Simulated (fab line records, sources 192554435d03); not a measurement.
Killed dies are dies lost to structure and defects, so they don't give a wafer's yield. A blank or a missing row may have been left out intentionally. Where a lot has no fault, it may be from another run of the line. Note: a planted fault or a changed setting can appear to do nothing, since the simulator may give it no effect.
fab line records	flow n5-finfet	part 1 of 2: steps 1 to 4 of 6
record: lots: 22	wafers: 66	last-day: 17
route steps=1938 shown GATE_CUT@499 MOL_CONTACT_COAG@550
lots untouched by any fault: they come from a run of this same line in which no faults occurred
start-h: hours from the record's opening day to when the first of the lot's shown wafers began	wait-h: hours since the lot's step before	" the same as in the row above	L1.1+2: a row that stands for several wafers	- value missing, or start not given	* or withheld: withheld	< > ~ a bound
route shown NAME@n: a module of which the file shows steps, and the number in the route of the first	usual: mean/standard deviation of fault-free wafers	same: alike in all rows	chamber/n: place in a boat	sites: per-site readings	_std_site: standard deviation of those values	_edge_site: outer sites' mean less inner sites'	radius-mm: for every site, how far away it sits from the centre of the wafer	mask NAME#n: copy n	behind: the last tool/chamber to shape the wafer	hold: reason for holding the lot/hours on hold/outcome of the hold	device: the transistor (n, p or np) that didn't switch	end of line: tests of these same wafers at the route's end	a step without rows: its recipe alone	killed: dies that structure and defects cost at the first sort, which is not the same as the wafer's yield	map: per-die view of a wafer (x killed, . not killed, _ where there is no die)
set.NAME: setting as actually run; set.NAME@STEP: the setting as run at that earlier step	model.NAME: the simulator's own value behind a step, which no gauge read
the route's steps for a sample of lots (tables are steps, rows are wafers)
services: a tool's chamber out of use, with start hour (start-h, from the record's first day; less than 0 if before it), hours out, and reason
== steps ==
step: N5_GATE_CUT_ETCH_19
recipe: chemistry: CH3F/O2	target: SiNx	mask-material: SiO2	target-depth-a: 537	time-s: 76.7	pressure-mtorr: 30	source-w: 395	bias-w: 73	Ar_flow_sccm: 150	CH3F_flow_sccm: 30	O2_flow_sccm: 20	ion-energy-ev: 120	ends: cleared
usual: CH3F_flow_sccm: 29.99/0.095	bias-w: 73.00/0.2	drypump-motor-current-A: 5.8/0.42	etch-rf-on-time-s: 77.0/1	oes_o_777_au: 0.80/0.089	oes-product-au: 0.69/0.078	rf-vpp-V: 298/3.7	showerhead-plenum-p-Torr: 2.03/0.07	throttle-valve-pct: 16.30/0.25
lot.wafer	tool	chamber	start-h	wait-h	CH3F_flow_sccm	bias-w	drypump-motor-current-A	etch-rf-on-time-s	oes_o_777_au	oes-product-au	rf-hours-counter-h	rf-vpp-V	showerhead-plenum-p-Torr	throttle-valve-pct
L074.3	rie-diel-06	3	81.39	0.0	30.05	72.73	5.9	76.3	0.89	0.76	49	294	2.12	15.99
L074.4	"	1	"	"	30.03	73.07	6.1	76.5	0.68	0.57	248	295	2.06	16.44
L074.5	"	1	"	"	30.06	72.83	6.2	76.6	0.69	0.57	-	296	2.06	16.43
L075.2	rie-diel-06	3	94.61	0.0	30.14	73.05	5.8	75.8	0.87	0.75	55	293	2.12	16.02
L075.3	"	2	"	"	30.02	72.45	5.2	76.1	0.93	0.80	11	303	2.05	16.19
L075.5	"	2	"	"	29.88	72.68	5.2	77.2	0.92	0.79	-	302	2.05	16.20
L076.2	rie-diel-06	0	97.29	0.0	30.10	72.89	5.9	78.6	0.69	0.58	214	293	1.98	16.50
L076.4	"	3	"	"	30.02	72.94	5.8	77.8	0.87	0.73	-	296	2.11	15.99
L076.6	"	2	"	"	29.82	72.78	5.2	78.1	0.93	0.79	-	303	2.05	16.19
L078.3	rie-diel-06	3	110.09	0.1	29.96	73.24	5.8	76.9	0.86	0.73	-	294	2.11	16.01
L078.4	"	2	"	"	30.12	72.96	5.2	77.5	0.90	0.78	-	303	2.05	16.22
L078.5	"	2	"	"	29.96	72.94	5.2	77.0	0.90	0.79	-	304	2.05	16.21
L079.1	rie-diel-06	0	117.99	0.0	29.97	72.93	5.9	77.9	0.68	0.58	220	293	1.98	16.53
L079.2	"	1	"	"	29.88	72.95	6.1	75.0	0.99	0.84	2	295	2.06	16.00
L079.6	"	3	"	"	30.01	72.96	5.8	76.5	0.86	0.73	-	294	2.11	16.02
L081.2	rie-diel-03	2	133.38	0.0	29.80	73.08	5.3	76.4	0.76	0.66	129	296	1.92	16.38
L081.3	"	3	"	"	30.08	73.10	5.3	77.9	0.68	0.58	235	303	1.98	16.75
L081.4	"	1	"	"	30.08	73.10	5.9	76.9	0.76	0.64	147	297	2.09	16.54
L082.1	rie-diel-06	2	136.16	0.0	29.95	73.03	5.2	77.7	0.89	0.77	28	302	2.04	16.22
L082.3	"	1	"	"	29.88	73.40	6.1	75.9	0.95	0.82	7	296	2.05	16.01
L082.6	"	1	"	"	29.95	73.23	6.1	76.2	0.96	0.81	-	295	2.05	16.00
L083.2	rie-diel-02	0	139.00	0.0	29.96	72.92	6.1	76.0	0.84	0.73	56	300	2.12	15.99
L083.3	"	1	"	"	29.96	73.01	6.3	76.5	0.75	0.65	-	304	2.09	16.02
L083.6	"	1	"	"	29.98	73.17	6.2	76.1	0.76	0.65	-	302	2.09	16.03
L084.2	rie-diel-02	0	146.41	0.0	29.99	73.01	6.1	76.1	0.84	0.72	60	300	2.12	15.99
L084.3	"	2	"	"	30.06	73.29	6.2	76.9	0.75	0.64	176	296	1.91	16.70
L084.6	"	0	"	"	29.98	73.04	6.1	76.1	0.84	0.73	-	300	2.12	16.01
L085.1	rie-diel-06	1	151.21	0.0	30.11	72.99	6.1	75.5	0.94	0.80	13	296	2.05	16.00
L085.4	"	3	"	"	30.05	72.92	5.8	77.5	0.85	0.70	77	294	2.11	16.03
L085.5	"	3	"	"	30.05	73.20	5.9	77.6	0.85	0.72	-	295	2.11	16.04
L086.4	rie-diel-03	1	157.37	0.0	29.94	73.09	5.9	77.6	0.75	0.63	157	298	2.09	16.55
L086.5	"	3	"	"	29.98	73.21	5.4	78.0	0.67	0.57	-	303	1.98	16.78
L086.6	"	0	"	"	29.96	73.00	6.7	75.8	0.91	0.78	-	302	1.96	16.20
L087.3	rie-diel-06	2	165.04	0.0	30.07	72.95	5.2	76.7	0.86	0.75	39	302	2.04	16.24
L087.4	"	3	"	"	30.17	72.54	5.8	76.6	0.83	0.71	82	293	2.11	16.04
L087.6	"	0	"	"	29.99	72.70	6.0	76.6	0.68	0.58	-	293	1.97	16.55
L088.1	rie-diel-03	3	170.61	0.0	29.98	73.32	5.3	78.3	0.68	0.58	247	304	1.97	16.77
L088.4	"	1	"	"	29.97	72.87	5.9	77.6	0.75	0.63	161	297	2.08	16.56
L088.6	"	1	"	"	30.09	73.03	5.9	78.1	0.75	0.63	-	298	2.08	16.57
L089.1	rie-diel-03	3	178.33	0.0	29.98	72.79	5.4	78.7	0.67	0.58	250	302	1.97	16.78
L089.2	"	2	"	"	29.91	73.43	5.3	78.5	0.76	0.64	145	298	1.92	16.41
L089.4	"	1	"	"	29.90	72.64	6.0	77.8	0.75	0.63	164	298	2.08	16.57
L090.2	rie-diel-03	1	182.18	0.0	29.95	72.90	5.9	78.4	0.75	0.63	166	297	2.08	16.58
L090.3	"	0	"	"	30.10	73.19	6.7	76.3	0.89	0.75	22	303	1.96	16.21
L090.5	"	1	"	"	29.91	72.81	6.0	78.5	0.75	0.62	-	299	2.08	16.59
L091.1	rie-diel-02	3	190.42	0.0	30.19	72.97	5.6	74.4	0.94	0.81	13	301	2.14	16.17
L091.3	"	2	"	"	29.94	72.94	6.2	78.4	0.74	0.63	192	297	1.91	16.74
L091.6	"	1	"	"	29.95	72.90	6.2	76.9	0.74	0.63	-	302	2.08	16.06
L092.3	rie-diel-03	1	195.05	0.0	30.10	72.82	5.9	77.3	0.74	0.63	172	297	2.08	16.59
L092.5	"	2	"	"	29.71	72.78	5.3	77.8	0.75	0.64	-	296	1.92	16.44
L092.6	"	1	"	"	30.07	72.99	6.0	77.9	0.74	0.62	-	297	2.08	16.59
L093.2	rie-diel-06	2	201.39	0.0	29.94	73.09	5.2	77.0	0.86	0.74	44	302	2.04	16.26
L093.4	"	3	"	"	29.98	72.93	5.9	76.9	0.83	0.70	88	294	2.10	16.07
L093.6	"	3	"	"	29.96	73.17	5.8	77.6	0.83	0.71	-	296	2.10	16.08
L094.1	rie-diel-03	2	205.31	0.0	30.08	73.25	5.3	78.2	0.75	0.64	156	298	1.92	16.44
L094.5	"	1	"	"	30.18	73.05	5.9	78.5	0.74	0.62	-	297	2.08	16.59
L094.6	"	2	"	"	30.10	73.01	5.3	78.8	0.75	0.64	-	296	1.92	16.43
L095.2	rie-diel-02	3	211.32	0.0	29.86	73.15	5.6	74.2	0.93	0.80	20	300	2.14	16.18
L095.4	"	1	"	"	30.05	73.15	6.3	76.9	0.74	0.62	161	302	2.08	16.08
L095.6	"	2	"	"	30.04	73.23	6.2	77.6	0.73	0.63	-	297	1.91	16.76
L096.1	rie-diel-06	1	220.01	0.0	29.88	73.03	6.1	75.9	0.90	0.77	29	293	2.05	16.04
L096.2	"	2	"	"	30.02	73.13	5.2	77.4	0.85	0.73	50	304	2.04	16.26
L096.6	"	2	"	"	29.91	73.66	5.2	78.1	0.85	0.74	-	302	2.04	16.27
L097.2	rie-diel-02	1	227.38	0.0	29.93	72.98	6.2	77.1	0.73	0.63	168	302	2.08	16.08
L097.3	"	3	"	"	29.93	73.29	5.6	74.4	0.91	0.79	25	300	2.14	16.20
L097.5	"	1	"	"	29.91	72.97	6.2	76.8	0.74	0.62	-	303	2.08	16.09
step: N5_MOL_CONTACT_COAG_PRE_CLEAN_142
recipe: gas: H2/He	time-s: 60	temp-c: 300
usual: heater-power-w: 457/50
lot.wafer	tool	chamber	start-h	wait-h	heater-power-w
L074.3	pvd-sputter-02	-	89.82	1.6	441
L074.4	"	-	"	"	433
L074.5	"	-	"	"	463
L075.2	pvd-sputter-01	-	106.67	1.9	505
L075.3	"	-	"	"	549
L075.5	"	-	"	"	450
L076.2	pvd-sputter-01	-	106.83	1.4	450
L076.4	"	-	"	"	489
L076.6	"	-	"	"	533
L078.3	pvd-sputter-02	-	118.96	0.6	427
L078.4	"	-	"	"	440
L078.5	"	-	"	"	457
L079.1	pvd-sputter-01	-	128.90	2.0	561
L079.2	"	-	"	"	428
L079.6	"	-	"	"	458
L081.2	pvd-sputter-01	-	141.81	0.7	497
L081.3	"	-	"	"	545
L081.4	"	-	"	"	452
L082.1	pvd-sputter-01	-	143.64	0.8	430
L082.3	"	-	"	"	450
L082.6	"	-	"	"	445
L083.2	pvd-sputter-01	-	147.76	1.2	555
L083.3	"	-	"	"	453
L083.6	"	-	"	"	510
L084.2	pvd-sputter-01	-	154.74	1.3	562
L084.3	"	-	"	"	438
L084.6	"	-	"	"	463
L085.1	pvd-sputter-02	-	163.33	3.2	444
L085.4	"	-	"	"	425
L085.5	"	-	"	"	336
L086.4	pvd-sputter-01	-	167.66	1.9	433
L086.5	"	-	"	"	453
L086.6	"	-	"	"	552
L087.3	pvd-sputter-03	-	175.41	1.9	458
L087.4	"	-	"	"	417
L087.6	"	-	"	"	462
L088.1	pvd-sputter-02	-	178.53	1.3	438
L088.4	"	-	"	"	447
L088.6	"	-	"	"	448
L089.1	pvd-sputter-02	-	186.14	0.8	436
L089.2	"	-	"	"	446
L089.4	"	-	"	"	451
L090.2	pvd-sputter-01	-	194.37	2.4	427
L090.3	"	-	"	"	500
L090.5	"	-	"	"	450
L091.1	pvd-sputter-01	-	201.14	1.6	570
L091.3	"	-	"	"	423
L091.6	"	-	"	"	455
L092.3	pvd-sputter-01	-	204.40	2.1	492
L092.5	"	-	"	"	439
L092.6	"	-	"	"	450
L093.2	pvd-sputter-03	-	208.72	0.6	404
L093.4	"	-	"	"	469
L093.6	"	-	"	"	409
L094.1	pvd-sputter-02	-	213.64	0.9	433
L094.5	"	-	"	"	421
L094.6	"	-	"	"	457
L095.2	pvd-sputter-01	-	219.83	1.5	440
L095.4	"	-	"	"	500
L095.6	"	-	"	"	467
L096.1	pvd-sputter-03	-	228.20	1.2	415
L096.2	"	-	"	"	470
L096.6	"	-	"	"	410
L097.2	pvd-sputter-03	-	236.65	1.9	475
L097.3	"	-	"	"	462
L097.5	"	-	"	"	480
step: N5_MOL_CONTACT_COAG_ETCH_89
recipe: chemistry: N2/H2	target: underlayer	target-depth-a: 130	mask-material: CAR-EUV	time-s: 10.4	ion-energy-ev: 200	pressure-mtorr: 30	source-w: 840	bias-w: 150	n2-flow-sccm: 200	h2-flow-sccm: 200	ends: cleared
usual: bias-w: 150.0/0.46	drypump-motor-current-A: 6.0/0.49	etch-rf-on-time-s: 10.47/0.14	oes-product-au: 0.66/0.062	rf-vpp-V: 523.9/2.4	showerhead-plenum-p-Torr: 2.55/0.082	throttle-valve-pct: 17.79/0.24
lot.wafer	tool	chamber	start-h	wait-h	bias-w	drypump-motor-current-A	etch-rf-on-time-s	oes-product-au	rf-hours-counter-h	rf-vpp-V	showerhead-plenum-p-Torr	throttle-valve-pct
L074.3	rie-diel-05	2	94.56	0.0	149.6	6.6	10.49	0.69	111	524.7	2.56	17.72
L074.4	"	0	"	"	150.0	5.6	10.69	0.74	52	522.7	2.47	17.48
L074.5	"	1	"	"	149.8	6.3	10.50	0.60	-	526.7	2.62	17.82
L075.2	rie-diel-05	2	112.88	0.0	151.0	6.6	10.39	0.68	119	523.8	2.56	17.73
L075.3	"	0	"	"	150.4	5.6	10.57	0.73	60	521.8	2.47	17.50
L075.5	"	1	"	"	150.2	6.3	10.48	0.59	-	526.8	2.62	17.84
L076.2	rie-diel-05	3	113.60	0.0	149.9	5.6	10.46	0.68	100	528.3	2.67	17.78
L076.4	"	0	"	"	150.2	5.6	10.64	0.72	60	523.5	2.47	17.49
L076.6	"	1	"	"	149.6	6.3	10.56	0.59	-	525.5	2.62	17.83
L078.3	rie-diel-04	2	122.97	0.0	150.5	5.7	10.38	0.59	228	526.4	2.62	17.68
L078.4	"	3	"	"	150.7	5.7	10.50	0.63	173	527.5	2.64	17.55
L078.5	"	0	"	"	150.6	6.6	10.56	0.61	-	522.8	2.41	17.65
L079.1	rie-diel-05	0	133.85	0.0	150.0	5.6	10.52	0.72	69	521.9	2.46	17.50
L079.2	"	2	"	"	150.2	6.6	10.35	0.68	127	523.6	2.56	17.75
L079.6	"	0	"	"	150.0	5.6	10.52	0.71	-	520.5	2.46	17.52
L081.2	rie-diel-04	1	146.25	0.0	150.2	5.7	10.37	0.68	118	523.8	2.55	18.14
L081.3	"	3	"	"	149.9	5.7	10.45	0.63	181	525.3	2.63	17.56
L081.4	"	0	"	"	149.2	6.6	10.54	0.60	215	520.7	2.41	17.69
L082.1	rie-diel-05	3	148.18	0.0	149.8	5.6	10.56	0.68	114	526.5	2.66	17.83
L082.3	"	0	"	"	149.7	5.6	10.61	0.70	75	521.4	2.46	17.52
L082.6	"	1	"	"	149.8	6.3	10.48	0.59	-	526.5	2.61	17.85
L083.2	rie-diel-01	3	151.94	0.0	150.3	5.1	10.36	0.62	216	520.0	2.41	17.85
L083.3	"	2	"	"	150.5	6.6	10.33	0.61	194	523.8	2.52	17.80
L083.6	"	0	"	"	149.4	5.5	10.39	0.76	-	523.6	2.59	18.10
L084.2	rie-diel-04	0	158.74	0.0	150.1	6.6	10.58	0.60	220	520.5	2.41	17.69
L084.3	"	2	"	"	150.5	5.8	10.28	0.58	243	524.6	2.61	17.69
L084.6	"	2	"	"	150.2	5.7	10.34	0.58	-	525.7	2.61	17.69
L085.1	rie-diel-01	3	167.89	0.0	150.8	5.1	10.50	0.62	222	519.5	2.41	17.83
L085.4	"	2	"	"	150.0	6.6	10.63	0.60	201	522.9	2.51	17.82
L085.5	"	2	"	"	150.5	6.6	10.60	0.60	-	523.3	2.51	17.81
L086.4	rie-diel-01	2	171.60	0.0	149.9	6.6	10.54	0.61	202	523.5	2.51	17.83
L086.5	"	0	"	"	149.9	5.5	10.47	0.75	-	524.9	2.58	18.10
L086.6	"	3	"	"	150.2	5.1	10.47	0.61	-	519.4	2.41	17.85
L087.3	rie-diel-05	0	179.90	0.0	149.2	5.6	10.63	0.70	84	521.3	2.46	17.54
L087.4	"	3	"	"	150.0	5.6	10.46	0.66	-	528.2	2.66	17.82
L087.6	"	2	"	"	149.7	6.6	10.56	0.65	-	523.4	2.55	17.79
L088.1	rie-diel-04	0	188.29	0.0	149.3	6.7	10.74	0.59	233	520.2	2.40	17.70
L088.4	"	3	"	"	149.7	5.6	10.60	0.61	-	527.4	2.63	17.59
L088.6	"	0	"	"	149.6	6.7	10.81	0.58	-	520.4	2.40	17.70
L089.1	rie-diel-05	1	193.96	0.0	151.0	6.3	10.39	0.84	1	525.4	2.61	17.43
L089.2	"	2	"	"	149.5	6.6	10.60	0.66	154	523.6	2.54	17.80
L089.4	"	3	"	"	149.8	5.6	10.54	0.65	135	525.7	2.66	17.85
L090.2	rie-diel-04	3	198.52	0.0	149.5	5.7	10.44	0.61	201	524.6	2.62	17.62
L090.3	"	1	"	"	149.8	5.7	10.24	0.65	139	523.5	2.55	18.18
L090.5	"	3	"	"	150.0	5.6	10.37	0.62	-	525.6	2.62	17.61
L091.1	rie-diel-04	0	205.88	0.0	150.4	6.6	10.70	0.58	242	518.8	2.40	17.73
L091.3	"	3	"	"	150.3	5.7	10.38	0.61	204	524.8	2.62	17.60
L091.6	"	0	"	"	149.5	6.6	10.61	0.58	-	519.1	2.40	17.72
L092.3	rie-diel-04	0	208.45	0.0	149.5	6.6	10.57	0.58	243	520.4	2.40	17.72
L092.5	"	1	"	"	149.5	5.7	10.15	0.66	-	522.9	2.54	18.18
L092.6	"	0	"	"	149.4	6.6	10.48	0.59	-	519.2	2.40	17.71
L093.2	rie-diel-04	3	213.03	0.0	150.3	5.7	10.45	0.62	207	525.3	2.62	17.63
L093.4	"	0	"	"	149.8	6.6	10.68	0.58	-	519.3	2.40	17.72
L093.6	"	1	"	"	150.0	5.8	10.27	0.66	-	522.4	2.54	18.19
L094.1	rie-diel-05	3	217.72	0.0	149.2	5.6	10.64	0.65	146	527.0	2.65	17.86
L094.5	"	2	"	"	150.3	6.6	10.61	0.65	-	522.6	2.54	17.82
L094.6	"	1	"	"	149.8	6.3	10.53	0.79	-	526.7	2.60	17.43
L095.2	rie-diel-05	0	223.94	0.0	150.1	5.6	10.80	0.68	104	521.5	2.45	17.56
L095.4	"	2	"	"	149.8	6.6	10.63	0.64	168	524.6	2.54	17.82
L095.6	"	0	"	"	150.2	5.6	10.70	0.68	-	521.3	2.45	17.57
L096.1	rie-diel-01	2	232.86	0.0	149.3	6.6	10.52	0.60	215	522.4	2.51	17.84
L096.2	"	3	"	"	151.2	5.1	10.47	0.61	233	519.8	2.40	17.87
L096.6	"	2	"	"	151.0	6.6	10.55	0.59	-	523.1	2.51	17.84
L097.2	rie-diel-04	1	240.91	0.0	149.4	5.7	10.21	0.65	155	524.2	2.54	18.16
L097.3	"	3	"	"	150.1	5.7	10.43	0.60	218	526.7	2.62	17.62
L097.5	"	1	"	"	150.1	5.7	10.22	0.65	-	523.4	2.54	18.19
step: N5_MOL_CONTACT_COAG_OVL_MEAS_41
recipe: points-per-wafer: 522
usual: VD_OVL: -0.3/0.72
lot.wafer	tool	chamber	start-h	wait-h	VD_OVL[nm]
L074.3	overlay-02	0	95.83	0.0	1.1
L074.4	"	0	"	"	1.5
L074.5	"	0	"	"	0.3
L075.2	overlay-01	0	115.09	0.0	1.2
L075.3	"	0	"	"	1.3
L075.5	"	0	"	"	1.1
L076.2	overlay-02	0	115.15	0.0	-0.2
L076.4	"	0	"	"	-1.0
L076.6	"	0	"	"	-1.5
L078.3	overlay-01	0	124.13	0.0	-0.8
L078.4	"	0	"	"	-0.3
L078.5	"	0	"	"	-1.3
L079.1	overlay-01	0	135.19	0.0	-0.9
L079.2	"	0	"	"	-1.6
L079.6	"	0	"	"	-1.3
L081.2	overlay-01	0	147.38	0.0	0.3
L081.3	"	0	"	"	0.6
L081.4	"	0	"	"	-0.9
L082.1	overlay-01	0	149.42	0.0	-0.5
L082.3	"	0	"	"	-1.1
L082.6	"	0	"	"	-0.5
L083.2	overlay-02	0	153.28	0.0	-0.1
L083.3	"	0	"	"	-1.6
L083.6	"	0	"	"	-0.1
L084.2	overlay-02	0	160.09	0.0	0.5
L084.3	"	0	"	"	-0.3
L084.6	"	0	"	"	-0.4
L085.1	overlay-02	0	169.27	0.0	-0.6
L085.4	"	0	"	"	-0.5
L085.5	"	0	"	"	-0.7
L086.4	overlay-01	0	173.03	0.0	-0.3
L086.5	"	0	"	"	0.1
L086.6	"	0	"	"	-1.3
L087.3	overlay-02	0	181.40	0.0	-1.4
L087.4	"	0	"	"	-1.8
L087.6	"	0	"	"	-1.0
L088.1	overlay-02	0	190.85	0.0	0.0
L088.4	"	0	"	"	0.4
L088.6	"	0	"	"	0.0
L089.1	overlay-02	0	195.40	0.0	-1.3
L089.2	"	0	"	"	-0.4
L089.4	"	0	"	"	-0.5
L090.2	overlay-01	0	200.29	0.0	-0.5
L090.3	"	0	"	"	-0.1
L090.5	"	0	"	"	-0.4
L091.1	overlay-02	0	207.54	0.0	-0.3
L091.3	"	0	"	"	-1.7
L091.6	"	0	"	"	-0.7
L092.3	overlay-01	0	209.86	0.0	0.1
L092.5	"	0	"	"	-0.5
L092.6	"	0	"	"	0.2
L093.2	overlay-02	0	214.17	0.0	0.7
L093.4	"	0	"	"	1.3
L093.6	"	0	"	"	-0.4
L094.1	overlay-01	0	218.96	0.0	-0.3
L094.5	"	0	"	"	-0.7
L094.6	"	0	"	"	0.3
L095.2	overlay-01	0	225.11	0.0	-0.5
L095.4	"	0	"	"	0.2
L095.6	"	0	"	"	0.4
L096.1	overlay-02	0	234.32	0.0	0.2
L096.2	"	0	"	"	0.0
L096.6	"	0	"	"	-0.6
L097.2	overlay-02	0	242.15	0.0	-0.3
L097.3	"	0	"	"	-0.6
L097.5	"	0	"	"	-1.0
